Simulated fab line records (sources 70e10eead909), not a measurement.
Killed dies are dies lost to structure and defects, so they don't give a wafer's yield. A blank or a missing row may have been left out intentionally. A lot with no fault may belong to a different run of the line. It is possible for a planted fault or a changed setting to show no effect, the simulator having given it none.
fab line records -- flow nandHarc
record lots=14, wafers=42, lastDay=32
route steps=1302 shown P_M2@340 P_BONDPAD@368
lots with no fault: from the same line, run without faults
startH: hours from the record's opening day to when the first of the lot's shown wafers began -- waitH: hours elapsed since this lot's preceding step -- " unchanged from the row above -- L1.1+2: a row that stands for several wafers -- - no value, or no start was given -- * or withheld: withheld -- < > ~ a bound
route shown NAME@n: a module of which the file shows steps, and the number in the route of the first -- usual: mean and standard deviation over wafers with no fault -- same: alike in all rows -- chamber/n: place in a boat -- sites: each site's reading -- _std_site: the standard deviation of these -- _edge_site: inner sites' mean taken away from outer sites' mean -- radiusMm: how far each site lies from the wafer's centre -- mask NAME#n: copy n -- behind: tool/chamber where the wafer was last shaped -- hold: reason for holding the lot/hours on hold/outcome of the hold -- device: which transistor (n, p or np) failed to switch -- end of line: tests of these same wafers at the route's end -- for a step that has no rows: nothing shown but its recipe -- killed: count of dies lost to structure and defects at first sort (not the wafer's yield) -- map: the dies of a wafer, with x for killed, . for not killed, _ for no die there
set.NAME: the run value of the setting; set.NAME@STEP: its run value at that earlier step -- model.NAME: the simulator's own value behind a step, which no gauge read
a sample of lots followed through the steps of the route, with each step as a table and each wafer as a row
services: the hour from which a tool's chamber was out of use, counted from the record's first day as startH (under 0 if before that day), plus the number of hours and why
## steps
# step NHARC_P_M2_PVD_20
# recipe targetThkA=50, biasV=168.6, powerW=15000, chamberPressurePa=0.12, timeS=8.06, substrateTempC=50, material=TaN
# usual biasV=168.5/1.6, throttleValvePct=30.0/0.69
# same timeS=8.06
lot.wafer,tool,chamber,startH,waitH,biasV,throttleValvePct
L646.1,pvdSputter-03,-,-,-,167.1,30.4
L646.2,pvdSputter-03,-,-,-,168.3,30.6
L646.6,pvdSputter-03,-,-,-,166.6,30.4
L648.2,pvdSputter-02,-,-,-,166.8,29.9
L648.1,pvdSputter-02,-,-,-,166.2,30.5
L648.6,pvdSputter-02,-,-,-,164.5,30.6
L647.3,pvdSputter-02,-,-,-,168.7,30.2
L647.4,pvdSputter-02,-,-,-,169.1,30.5
L647.6,pvdSputter-02,-,-,-,169.1,29.9
L649.4,pvdSputter-03,-,-,-,167.5,30.3
L649.3,pvdSputter-03,-,-,-,167.8,28.7
L649.2,pvdSputter-03,-,-,-,169.9,29.8
L650.1,pvdSputter-02,-,-,-,166.4,30.1
L650.3,pvdSputter-02,-,-,-,169.6,30.1
L650.6,pvdSputter-02,-,-,-,168.0,30.4
L652.2,pvdSputter-02,-,-,-,169.7,30.7
L652.1,pvdSputter-02,-,-,-,168.9,30.5
L652.5,pvdSputter-02,-,-,-,168.2,30.5
L653.1,pvdSputter-01,-,-,-,168.4,28.9
L653.4,pvdSputter-01,-,-,-,169.4,30.7
L653.5,pvdSputter-01,-,-,-,166.2,30.2
L654.3,pvdSputter-03,-,-,-,170.7,28.8
L654.6,pvdSputter-03,-,-,-,170.8,29.0
L654.5,pvdSputter-03,-,-,-,169.4,30.3
L656.3,pvdSputter-03,-,-,-,169.9,29.6
L656.2,pvdSputter-03,-,-,-,168.4,29.0
L656.4,pvdSputter-03,-,-,-,169.7,30.0
L659.1,pvdSputter-02,-,-,-,168.5,30.2
L659.6,pvdSputter-02,-,-,-,167.3,30.8
L659.5,pvdSputter-02,-,-,-,166.3,30.3
L661.4,pvdSputter-03,-,-,-,166.2,29.7
L661.3,pvdSputter-03,-,-,-,173.3,30.7
L661.5,pvdSputter-03,-,-,-,168.1,29.1
L665.3,pvdSputter-01,-,-,-,169.5,28.7
L665.4,pvdSputter-01,-,-,-,165.3,29.8
L665.1,pvdSputter-01,-,-,-,172.8,29.5
L666.2,pvdSputter-01,-,-,-,171.7,29.8
L666.6,pvdSputter-01,-,-,-,170.6,29.9
L666.5,pvdSputter-01,-,-,-,168.1,28.6
L667.3,pvdSputter-03,-,-,-,167.9,29.7
L667.1,pvdSputter-03,-,-,-,168.9,28.8
L667.2,pvdSputter-03,-,-,-,167.1,30.6
# step NHARC_P_BONDPAD_ETCH_37
# recipe targetDepthA=600, overetchA=180, timeS=65.91, ionEnergyEv=200, n2FlowSccm=150, h2FlowSccm=150, arFlowSccm=0, rfW=400, biasW=150, chemistry=N2/H2
# usual drypumpMotorCurrentA=5.7/0.38, oesProductAu=0.997/0.01, rfVppV=431.7/2.4, runLengthS=87.4/0.44, showerheadPlenumPTorr=2.09/0.084, throttleValvePct=14.172/0.0088
# same timeS=65.91
lot.wafer,tool,chamber,startH,waitH,drypumpMotorCurrentA,oesProductAu,rfHoursCounterH,rfVppV,runLengthS,showerheadPlenumPTorr,throttleValvePct
L646.2,rieDiel-04,3,130.94,0.1,6.1,1.017,6.1,432.8,87.7,2.11,14.180
L646.1,rieDiel-04,0,130.94,0.1,6.1,0.997,4.7,430.2,86.6,2.06,14.163
L646.6,rieDiel-04,2,130.94,0.1,5.4,0.997,-,429.5,86.9,2.01,14.177
L648.2,rieDiel-04,1,151.23,0.1,5.9,1.003,6.4,433.5,87.2,2.16,14.176
L648.1,rieDiel-04,3,151.23,0.1,6.1,1.014,6.4,431.8,88.4,2.11,14.185
L648.6,rieDiel-04,0,151.23,0.1,6.2,0.994,-,429.7,86.6,2.06,14.166
L647.3,rieDiel-02,3,152.13,0.1,6.2,1.004,3.5,431.2,86.9,2.07,14.176
L647.4,rieDiel-02,3,152.13,0.1,6.2,1.010,-,431.8,87.3,2.07,14.169
L647.6,rieDiel-02,0,152.13,0.1,5.0,0.996,-,432.5,87.9,2.09,14.162
L649.2,rieDiel-02,2,167.86,0.1,5.6,1.006,3.2,434.5,88.1,2.18,14.185
L649.3,rieDiel-02,3,167.86,0.1,6.2,0.994,3.8,430.9,86.8,2.07,14.168
L649.4,rieDiel-02,0,167.86,0.1,5.0,0.989,3.7,432.0,87.4,2.09,14.169
L650.3,rieDiel-02,1,171.69,0.1,5.7,1.012,3.5,430.5,86.9,2.04,14.154
L650.1,rieDiel-02,3,171.69,0.1,6.2,0.994,3.9,431.6,86.9,2.07,14.168
L650.6,rieDiel-02,0,171.69,0.1,5.0,0.989,-,430.4,87.2,2.09,14.178
L652.1,rieDiel-02,1,198.50,0.1,5.7,0.998,4.0,430.8,87.0,2.04,14.158
L652.2,rieDiel-02,3,198.50,0.1,6.2,0.997,4.3,430.3,86.8,2.07,14.189
L652.5,rieDiel-02,0,198.50,0.1,5.0,0.993,-,432.4,87.9,2.09,14.161
L653.4,rieDiel-13,3,211.18,0.1,6.1,0.997,1.2,436.0,87.4,2.18,14.165
L653.1,rieDiel-13,0,211.18,0.1,5.8,0.996,2.8,426.4,87.4,1.90,14.170
L653.5,rieDiel-13,3,211.18,0.1,6.1,1.001,-,433.5,87.3,2.18,14.157
L654.3,rieDiel-13,2,217.36,0.1,5.5,0.987,2.5,432.2,86.9,2.17,14.173
L654.5,rieDiel-13,0,217.36,0.1,5.8,0.979,-,426.0,87.1,1.90,14.176
L654.6,rieDiel-13,1,217.36,0.1,5.3,0.987,-,433.7,87.9,2.12,14.176
L656.3,rieDiel-02,3,245.72,0.1,6.2,1.012,0.8,431.4,86.8,2.07,14.172
L656.2,rieDiel-02,0,245.72,0.1,5.0,1.012,0.8,431.0,87.6,2.09,14.155
L656.4,rieDiel-02,2,245.72,0.1,5.6,1.004,1.0,433.7,87.8,2.18,14.177
L659.1,rieDiel-02,1,262.43,0.1,5.7,0.981,1.4,430.5,87.5,2.04,14.170
L659.6,rieDiel-02,3,262.43,0.1,6.2,1.003,-,431.3,87.0,2.07,14.176
L659.5,rieDiel-02,0,262.43,0.1,5.0,0.996,-,430.6,87.3,2.09,14.160
L661.4,rieDiel-04,1,281.81,0.1,5.9,0.993,5.3,433.9,87.3,2.16,14.177
L661.3,rieDiel-04,2,281.81,0.1,5.3,0.996,4.5,430.1,87.3,2.01,14.166
L661.5,rieDiel-04,0,281.81,0.1,6.2,1.012,-,431.6,86.8,2.06,14.169
L665.1,rieDiel-02,2,322.66,0.1,5.6,0.994,3.6,434.3,88.4,2.18,14.168
L665.4,rieDiel-02,3,322.66,0.1,6.2,1.009,3.1,429.6,86.9,2.07,14.178
L665.3,rieDiel-02,0,322.66,0.1,5.0,1.006,3.2,433.1,87.8,2.09,14.166
L666.2,rieDiel-13,2,333.49,0.1,5.6,0.991,9.2,433.5,87.1,2.17,14.169
L666.6,rieDiel-13,0,333.49,0.1,5.8,0.994,-,426.8,87.3,1.90,14.176
L666.5,rieDiel-13,1,333.49,0.1,5.3,0.985,-,431.6,87.9,2.12,14.177
L667.1,rieDiel-02,3,348.41,0.1,6.2,1.014,3.5,430.7,87.0,2.07,14.163
L667.3,rieDiel-02,0,348.41,0.1,5.0,0.995,3.6,431.7,87.8,2.09,14.167
L667.2,rieDiel-02,1,348.41,0.1,5.7,0.984,3.7,430.8,87.3,2.04,14.180
# step NHARC_P_BONDPAD_ETCH_24
# recipe targetDepthA=300, overEtchFrac=0.3, timeS=72.99, ionEnergyEv=150, cf4FlowSccm=50, n2FlowSccm=100, arFlowSccm=150, rfW=300, biasW=100, chemistry=CF4/N2
# usual drypumpMotorCurrentA=5.7/0.37, oesProductAu=0.996/0.011, rfVppV=315.1/1.8, runLengthS=94.4/0.44, showerheadPlenumPTorr=2.69/0.09, throttleValvePct=19.795/0.0079
# same overEtchFrac=0.3
lot.wafer,tool,chamber,startH,waitH,drypumpMotorCurrentA,oesProductAu,rfHoursCounterH,rfVppV,runLengthS,showerheadPlenumPTorr,throttleValvePct
L646.2,rieDiel-02,2,131.38,-,5.6,0.994,2,316.6,94.8,2.79,19.797
L646.1,rieDiel-02,1,131.38,-,5.7,1.015,2,314.5,94.0,2.63,19.803
L646.6,rieDiel-02,2,131.38,-,5.6,1.002,-,316.5,94.7,2.79,19.801
L648.1,rieDiel-13,3,151.68,-,6.1,1.009,8,317.0,94.8,2.80,19.808
L648.2,rieDiel-13,0,151.68,-,5.8,0.998,8,311.6,94.6,2.46,19.775
L648.6,rieDiel-13,2,151.68,-,5.6,0.997,-,316.4,94.3,2.78,19.790
L647.3,rieDiel-13,1,152.61,-,5.3,0.991,7,314.9,95.3,2.72,19.793
L647.4,rieDiel-13,3,152.61,-,6.0,1.006,8,316.7,94.3,2.80,19.790
L647.6,rieDiel-13,0,152.61,-,5.8,0.997,-,310.6,94.3,2.46,19.801
L649.3,rieDiel-04,1,168.31,-,5.9,0.993,7,316.8,94.5,2.77,19.790
L649.4,rieDiel-04,2,168.31,-,5.4,0.975,8,313.4,93.7,2.59,19.790
L649.2,rieDiel-04,3,168.31,-,6.1,0.994,8,316.1,95.0,2.71,19.802
L650.1,rieDiel-04,2,172.17,0.2,5.4,0.988,8,313.0,93.7,2.59,19.797
L650.3,rieDiel-04,1,172.17,0.2,5.8,0.993,7,315.4,94.3,2.77,19.812
L650.6,rieDiel-04,1,172.17,0.2,5.8,1.003,-,316.5,94.2,2.77,19.794
L652.1,rieDiel-04,3,198.95,-,6.1,1.002,1,314.6,95.3,2.71,19.798
L652.2,rieDiel-04,2,198.95,-,5.3,0.987,1,313.0,93.7,2.59,19.787
L652.5,rieDiel-04,3,198.95,-,6.1,1.006,-,315.7,94.9,2.71,19.785
L653.4,rieDiel-04,3,211.64,-,6.0,0.995,2,316.8,95.0,2.71,19.795
L653.1,rieDiel-04,0,211.64,-,6.2,1.001,1,314.2,93.8,2.65,19.797
L653.5,rieDiel-04,2,211.64,-,5.4,0.971,-,314.3,93.7,2.59,19.803
L654.3,rieDiel-04,0,217.81,-,6.2,0.990,1,314.6,94.0,2.65,19.793
L654.6,rieDiel-04,2,217.81,-,5.4,0.976,-,312.9,93.7,2.59,19.785
L654.5,rieDiel-04,3,217.81,-,6.1,0.997,-,316.4,95.0,2.71,19.794
L656.2,rieDiel-02,0,246.18,-,5.0,1.001,1,315.0,94.6,2.68,19.805
L656.4,rieDiel-02,2,246.18,-,5.6,0.995,1,317.2,95.0,2.79,19.792
L656.3,rieDiel-02,3,246.18,-,6.2,1.005,1,314.2,94.1,2.66,19.789
L659.1,rieDiel-13,0,262.89,-,5.8,0.981,5,311.1,94.7,2.46,19.795
L659.5,rieDiel-13,1,262.89,-,5.3,0.975,-,318.1,94.9,2.72,19.783
L659.6,rieDiel-13,2,262.89,-,5.6,0.984,-,316.5,94.5,2.78,19.797
L661.4,rieDiel-02,1,282.27,-,5.7,0.999,2,314.2,94.1,2.63,19.800
L661.3,rieDiel-02,2,282.27,-,5.6,1.008,3,316.7,94.9,2.79,19.815
L661.5,rieDiel-02,1,282.27,-,5.7,0.993,-,313.0,94.4,2.63,19.794
L665.4,rieDiel-13,3,323.11,-,6.0,0.996,8,317.8,73.3,2.79,19.786
L665.1,rieDiel-13,0,323.11,-,5.8,0.980,9,311.0,73.0,2.46,19.799
L665.3,rieDiel-13,1,323.11,-,5.3,0.985,9,316.8,73.7,2.72,19.784
L666.2,rieDiel-13,3,333.96,-,6.1,0.986,8,316.0,73.0,2.79,19.791
L666.6,rieDiel-13,2,333.96,-,5.5,0.983,-,316.5,73.4,2.78,19.794
L666.5,rieDiel-13,3,333.96,-,6.1,0.998,-,316.8,73.0,2.79,19.815
L667.3,rieDiel-04,3,348.86,-,6.1,1.005,10,315.4,94.8,2.70,19.786
L667.1,rieDiel-04,0,348.86,-,6.2,0.997,9,313.1,93.7,2.65,19.798
L667.2,rieDiel-04,1,348.86,-,5.8,0.995,8,315.8,94.7,2.76,19.801
# step NHARC_P_BONDPAD_PRE_CLEAN_26
# recipe timeS=30, tempC=280, gas=H2/He
# usual heaterPowerW=392/50
# same timeS=30
lot.wafer,tool,chamber,startH,waitH,heaterPowerW
L646.2,pvdSputter-02,-,-,-,320
L646.1,pvdSputter-02,-,-,-,417
L646.6,pvdSputter-02,-,-,-,330
L648.1,pvdSputter-01,-,-,-,403
L648.2,pvdSputter-01,-,-,-,346
L648.6,pvdSputter-01,-,-,-,426
L647.3,pvdSputter-02,-,-,-,343
L647.4,pvdSputter-02,-,-,-,322
L647.6,pvdSputter-02,-,-,-,347
L649.3,pvdSputter-03,-,-,-,485
L649.2,pvdSputter-03,-,-,-,438
L649.4,pvdSputter-03,-,-,-,418
L650.1,pvdSputter-02,-,-,-,412
L650.3,pvdSputter-02,-,-,-,317
L650.6,pvdSputter-02,-,-,-,319
L652.1,pvdSputter-01,-,-,-,421
L652.2,pvdSputter-01,-,-,-,401
L652.5,pvdSputter-01,-,-,-,422
L653.1,pvdSputter-02,-,-,-,361
L653.4,pvdSputter-02,-,-,-,330
L653.5,pvdSputter-02,-,-,-,346
L654.3,pvdSputter-03,-,-,-,396
L654.5,pvdSputter-03,-,-,-,411
L654.6,pvdSputter-03,-,-,-,399
L656.3,pvdSputter-03,-,-,-,479
L656.2,pvdSputter-03,-,-,-,444
L656.4,pvdSputter-03,-,-,-,418
L659.1,pvdSputter-03,-,-,-,484
L659.5,pvdSputter-03,-,-,-,398
L659.6,pvdSputter-03,-,-,-,491
L661.4,pvdSputter-03,-,-,-,484
L661.3,pvdSputter-03,-,-,-,413
L661.5,pvdSputter-03,-,-,-,479
L665.4,pvdSputter-02,-,-,-,309
L665.3,pvdSputter-02,-,-,-,347
L665.1,pvdSputter-02,-,-,-,386
L666.2,pvdSputter-01,-,-,-,394
L666.5,pvdSputter-01,-,-,-,416
L666.6,pvdSputter-01,-,-,-,356
L667.1,pvdSputter-02,-,-,-,366
L667.2,pvdSputter-02,-,-,-,419
L667.3,pvdSputter-02,-,-,-,306
## services
tool,chamber,startH,hours,kind
pvdSputter-02,-,104.00,10.0,pm
rieDiel-04,0,105.74,10.1,repair
rieDiel-02,1,139.17,3.0,repair
rieDiel-02,2,151.61,5.2,repair
rieDiel-13,-,165.26,9.0,pm
rieDiel-04,0,169.39,7.0,repair
pvdSputter-03,-,170.00,10.0,pm
rieDiel-04,-,177.90,9.0,pm
rieDiel-13,3,199.71,7.7,repair
rieDiel-02,0,207.67,6.7,repair
rieDiel-02,-,216.82,9.0,pm
rieDiel-04,3,251.51,8.4,repair
rieDiel-04,2,253.20,9.4,repair
pvdSputter-03,-,261.07,1.8,repair
rieDiel-02,1,262.59,5.5,repair
pvdSputter-02,-,282.00,10.0,pm
rieDiel-04,1,283.20,7.5,repair
rieDiel-13,2,286.03,8.9,repair
pvdSputter-03,-,288.70,5.8,repair
rieDiel-04,0,290.93,11.1,repair
rieDiel-13,3,311.30,4.8,repair
rieDiel-13,-,342.26,9.0,pm
rieDiel-02,-,343.13,0.4,repair
pvdSputter-03,-,348.02,10.0,pm
## key
firstSign step=NHARC_P_BONDPAD_ETCH_24, reading=runLengthS, direction=down, sigmas=49, usual=*, struck=*
effect none on later readings
metAt NHARC_P_BONDPAD_ETCH_24
struckLots L665,L666
sortLeftOut L665.1,L665.3,L665.4,L666.2,L666.5,L666.6
notActingAt NHARC_P_M2_PVD_20,NHARC_P_BONDPAD_ETCH_37,NHARC_P_BONDPAD_PRE_CLEAN_26
onsetBetween 262.89 323.11
fault kind=processParameterDrift, tool=rieDiel-13, chamber=-, onsetH=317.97, steps=NHARC_P_BONDPAD_ETCH_24, channel=timeS, offset=*, shape=step, endH=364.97, actsIn=*, stated=*
# sortLeftOut: the simulated sort isn't trusted on such a fault, so these wafers' sort isn't shown, and their yield isn't known
